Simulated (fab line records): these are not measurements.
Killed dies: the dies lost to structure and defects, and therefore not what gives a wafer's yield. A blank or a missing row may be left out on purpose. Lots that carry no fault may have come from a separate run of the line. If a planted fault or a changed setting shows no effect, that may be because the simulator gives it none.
Chamber matching -- flow n5-finfet -- N5_BEOL_M0_SAQP_PECVD_03 on pecvd-03 has 3 sister chambers
The step deposits SiCN from 3MS/NH3, target thk 12 nm, time 21.1 s. 6 wafers are shown with their chamber, then 7 later ones without.

== WAFERS PAIRED WITH THEIR CHAMBERS ==
wafer,chamber,showerhead-plenum-p-Torr (Torr),throttle-valve-pct (%)
L581.1,2,3.666,8.83
L581.6,2,3.675,9.09
L593.3,0,3.676,9.21
L593.4,1,3.665,8.66
L594.1,0,3.681,8.97
L594.4,1,3.664,9.03

== WAFERS MISSING THEIR CHAMBER ==
wafer,showerhead-plenum-p-Torr (Torr),throttle-valve-pct (%)
L594.6,3.661,9.14
L596.3,3.664,8.78
L596.5,3.668,8.70
L596.6,3.669,9.35
L597.1,3.677,9.04
L597.4,3.676,9.23
L597.5,3.678,8.63

== EACH ONE'S CHAMBER ==
wafer,from the rows above,in truth
L594.6,can't be placed: 1 or 2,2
L596.3,can't be placed: 1 or 2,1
L596.5,can't be placed: 1 or 2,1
L596.6,can't be placed: 2 or 0 or 1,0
L597.1,can't be placed: 0 or 2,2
L597.4,can't be placed: 0 or 2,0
L597.5,can't be placed: 0 or 2 or 1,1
Placed correctly: 0 of 7. Unplaceable from these rows: 7, with the true chamber sitting among the candidates in 7. Wrongly placed: 0.
How it was worked out, from the rows above alone: a wafer's distance from a chamber is the root of the sum, over the readings, of the square of ((its reading less the chamber's mean) divided by the reading's scatter). If the next closest chamber is less than 2 further off than the closest, the wafer can't be placed; otherwise it belongs to the closest. A chamber's mean is the mean of its shown wafers. The scatter is the square root of a quotient: the sum, over the shown wafers, of each reading's squared deviation from its chamber's mean, divided by wafers minus chambers.
